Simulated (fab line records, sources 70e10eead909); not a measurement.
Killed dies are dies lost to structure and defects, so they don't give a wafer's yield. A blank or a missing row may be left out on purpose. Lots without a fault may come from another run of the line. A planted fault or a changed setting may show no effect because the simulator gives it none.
Chamber matching | flow nand_harc | NHARC_A_CONTACT_ETCH_110 on rie_diel-07: 4 sister chambers
The step etches the open film in CF4/O2, target depth 60 nm, overetch 6 nm, time 33 s. 14 wafers are shown with their chamber, then 7 later ones without.

WAFERS WITH THEIR CHAMBER
wafer  | chamber | showerhead_plenum_p_Torr (Torr) | drypump_motor_current_A (A) | rf_vpp_V (V)
L558.2 | 0       | 1.39                            | 6.2                         | 199.1
L558.3 | 1       | 1.39                            | 5.9                         | 200.4
L558.5 | 3       | 1.37                            | 6.3                         | 198.0
L560.1 | 0       | 1.39                            | 6.2                         | 198.6
L560.2 | 3       | 1.37                            | 6.3                         | 198.3
L560.6 | 0       | 1.39                            | 6.1                         | 199.2
L561.2 | 1       | 1.39                            | 6.0                         | 198.1
L561.5 | 2       | 1.44                            | 6.0                         | 200.2
L561.6 | 3       | 1.37                            | 6.3                         | 198.1
L564.2 | 3       | 1.37                            | 6.2                         | 198.8
L564.3 | 1       | 1.39                            | 5.9                         | 200.3
L564.5 | 0       | 1.39                            | 6.1                         | 198.4
L565.3 | 0       | 1.39                            | 6.1                         | 198.4
L565.5 | 3       | 1.36                            | 6.3                         | 199.2

SIGNATURES (means of the wafers above)
reading                  | chamber 0 | chamber 1 | chamber 2 | chamber 3 | scatter within a chamber
showerhead_plenum_p_Torr | 1.3900    | 1.3900    | 1.4400    | 1.3680    | 0.00283
drypump_motor_current_A  | 6.140     | 5.933     | 6.000     | 6.280     | 0.0516
rf_vpp_V                 | 198.740   | 199.600   | 200.200   | 198.480   | 0.707
Rule: a wafer's distance from a chamber is the root of the sum, over the readings, of the square of ((its reading less the chamber's mean) divided by the reading's scatter). The wafer belongs to the nearest chamber; if the next one is less than 2 further off, it can't be placed. The scatter: the root of (the sum of the squares of (reading less its chamber's mean) over the shown wafers, divided by (wafers less chambers)).

WAFERS WITHOUT THEIR CHAMBER
wafer  | showerhead_plenum_p_Torr (Torr) | drypump_motor_current_A (A) | rf_vpp_V (V)
L565.6 | 1.43                            | 6.1                         | 201.2
L577.1 | 1.43                            | 6.1                         | 199.5
L577.3 | 1.38                            | 5.9                         | 198.7
L577.4 | 1.36                            | 6.3                         | 199.2
L580.2 | 1.38                            | 6.1                         | 200.2
L580.3 | 1.38                            | 5.9                         | 197.8
L580.6 | 1.43                            | 6.1                         | 199.2

WHICH CHAMBER EACH WENT THROUGH
wafer  | from the rows above          | in truth
L565.6 | 2                            | 2
L577.1 | 2                            | 2
L577.3 | 1                            | 1
L577.4 | 3                            | 3
L580.2 | can't be placed: 0 or 1 or 3 | 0
L580.3 | can't be placed: 1 or 0      | 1
L580.6 | 2                            | 2
Placed correctly: 5 of 7. Can't be placed from these rows: 2 (the true chamber is among the candidates in 2). Placed wrongly: 0.
